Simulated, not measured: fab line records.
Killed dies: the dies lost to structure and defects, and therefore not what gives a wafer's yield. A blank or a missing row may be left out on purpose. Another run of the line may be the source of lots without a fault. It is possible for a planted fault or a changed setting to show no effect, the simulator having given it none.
Which of the tools did it? / flow n5Finfet / 10 lots, 30 wafers sampled, at 3 steps of a route of 1938

WHAT EACH GAUGE READ, for each wafer
N5_FIN_SAQP_THK_MEAS_07.
lot=L075; measured=day 2 02:53; on=filmMetro-01; thkNm (nm)=60.1 60.8 61.0
lot=L077; measured=day 2 15:10; on=filmMetro-02; thkNm (nm)=59.0 59.7 60.5
lot=L079; measured=day 3 03:11; on=filmMetro-02; thkNm (nm)=59.1 60.1 60.8
lot=L082; measured=day 3 21:52; on=filmMetro-01; thkNm (nm)=59.6 60.3 60.4
lot=L085; measured=day 4 18:58; on=filmMetro-02; thkNm (nm)=59.5 60.6 60.6
lot=L087; measured=day 5 05:22; on=filmMetro-02; thkNm (nm)=58.9 60.7 60.0
lot=L090; measured=day 5 21:30; on=filmMetro-02; thkNm (nm)=59.4 60.1 59.7
lot=L093; measured=day 6 15:06; on=filmMetro-01; thkNm (nm)=59.3 60.2 60.2
lot=L095; measured=day 7 03:04; on=filmMetro-01; thkNm (nm)=60.1 60.8 61.5
lot=L097; measured=day 7 15:40; on=filmMetro-01; thkNm (nm)=59.4 59.2 58.9

EACH LOT AND THE TOOL THAT RAN IT (in order: tool; ch and the chambers of the sampled wafers; start)
lot=L075; N5_ZERO_LAYER_ETCH_17=rieDiel-03 ch 0,2,3, day 1 18:44; N5_PMOS_HMC_CHANNEL_EPI_ETCH_32=rieDiel-03 ch 0,3, day 1 23:19
lot=L077; N5_ZERO_LAYER_ETCH_17=rieDiel-06 ch 1,2, day 2 07:01; N5_PMOS_HMC_CHANNEL_EPI_ETCH_32=rieDiel-01 ch 0,2,3, day 2 11:30
lot=L079; N5_ZERO_LAYER_ETCH_17=rieDiel-01 ch 0,2,3, day 2 18:43; N5_PMOS_HMC_CHANNEL_EPI_ETCH_32=rieDiel-03 ch 2,3, day 2 23:24
lot=L082; N5_ZERO_LAYER_ETCH_17=rieDiel-03 ch 2,3, day 3 12:43; N5_PMOS_HMC_CHANNEL_EPI_ETCH_32=rieDiel-06 ch 0,1, day 3 17:40
lot=L085; N5_ZERO_LAYER_ETCH_17=rieDiel-03 ch 0,1,2, day 4 06:50; N5_PMOS_HMC_CHANNEL_EPI_ETCH_32=rieDiel-06 ch 0,2, day 4 11:40
lot=L087; N5_ZERO_LAYER_ETCH_17=rieDiel-06 ch 0,1, day 4 18:44; N5_PMOS_HMC_CHANNEL_EPI_ETCH_32=rieDiel-06 ch 1,2, day 4 23:03
lot=L090; N5_ZERO_LAYER_ETCH_17=rieDiel-03 ch 0,3, day 5 12:50; N5_PMOS_HMC_CHANNEL_EPI_ETCH_32=rieDiel-01 ch 0,2, day 5 17:56
lot=L093; N5_ZERO_LAYER_ETCH_17=rieDiel-06 ch 1,2, day 6 06:51; N5_PMOS_HMC_CHANNEL_EPI_ETCH_32=rieDiel-01 ch 1,2, day 6 11:25
lot=L095; N5_ZERO_LAYER_ETCH_17=rieDiel-03 ch 1,2,3, day 6 18:53; N5_PMOS_HMC_CHANNEL_EPI_ETCH_32=rieDiel-03 ch 0,2,3, day 6 23:12
lot=L097; N5_ZERO_LAYER_ETCH_17=rieDiel-01 ch 1,2,3, day 7 06:50; N5_PMOS_HMC_CHANNEL_EPI_ETCH_32=rieDiel-03 ch 1,3, day 7 11:07
- N5_ZERO_LAYER_ETCH_17: etches SiO2 in CF4, target depth 12 nm, time 13.3 s.
- N5_PMOS_HMC_CHANNEL_EPI_ETCH_32: etches BARC in N2/H2, stops on SiO2, target depth 85.8 nm, time 50.3 s.

THE ANSWER, worked out from the rows above alone
Rule: the usual values come from the lots themselves. The widest of any qualifying gaps counts: lots, ordered by their means at a reading, are off when they make up no more than a third of the lots, leave a main group of 4 or more, and stand apart from it by 3 or more times the standard deviation of that group's means. A main group is skipped when, at the precision printed for the reading in the tables above, its means are all equal. Also off: a lot with no number at a reading for which 4 or more lots have one. All remaining lots with rows at the step are treated as sound.
Nothing can be told from this: no lot is off at any reading shown.

WHAT HAD BEEN PUT IN BY THE SIMULATOR
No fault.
